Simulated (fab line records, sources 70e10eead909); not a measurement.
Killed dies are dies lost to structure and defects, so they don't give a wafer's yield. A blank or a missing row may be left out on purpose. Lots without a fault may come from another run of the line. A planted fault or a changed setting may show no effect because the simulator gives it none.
Chamber matching | flow nand_harc | NHARC_A_STAIRCASE_DEP_325 on pecvd-03: 3 sister chambers
The step deposits SiO2, target thk 7200 nm. 6 wafers are shown with their chamber, then 8 later ones without.

WAFERS WITH THEIR CHAMBER
wafer  | chamber | heater_power_w (W) | heater_power_outer_w (W)
L078.2 | 0       | 834                | 475
L078.4 | 0       | 675                | 356
L086.2 | 2       | 522                | 340
L085.1 | 2       | 549                | 334
L085.4 | 1       | 741                | 440
L091.1 | 1       | 917                | 552

WAFERS WITHOUT THEIR CHAMBER
wafer  | heater_power_w (W) | heater_power_outer_w (W)
L091.2 | 646                | 404
L091.3 | 755                | 414
L094.2 | 613                | 385
L094.3 | 771                | 426
L094.5 | 770                | 441
L095.1 | 720                | 365
L095.3 | 963                | 585
L095.6 | 778                | 457

WHICH CHAMBER EACH WENT THROUGH
wafer  | from the rows above          | in truth
L091.2 | can't be placed: 0 or 2 or 1 | 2
L091.3 | can't be placed: 0 or 1      | 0
L094.2 | can't be placed: 2 or 0 or 1 | 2
L094.3 | can't be placed: 0 or 1      | 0
L094.5 | can't be placed: 0 or 1      | 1
L095.1 | can't be placed: 0 or 2 or 1 | 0
L095.3 | can't be placed: 1 or 0      | 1
L095.6 | can't be placed: 0 or 1      | 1
Placed correctly: 0 of 8. Can't be placed from these rows: 8 (the true chamber is among the candidates in 8). Placed wrongly: 0.
How it was worked out, from the rows above alone: a wafer's distance from a chamber is the root of the sum, over the readings, of the square of ((its reading less the chamber's mean) divided by the reading's scatter). The wafer belongs to the nearest chamber; if the next one is less than 2 further off, it can't be placed. A chamber's mean is the mean of its shown wafers. The scatter: the root of (the sum of the squares of (reading less its chamber's mean) over the shown wafers, divided by (wafers less chambers)).
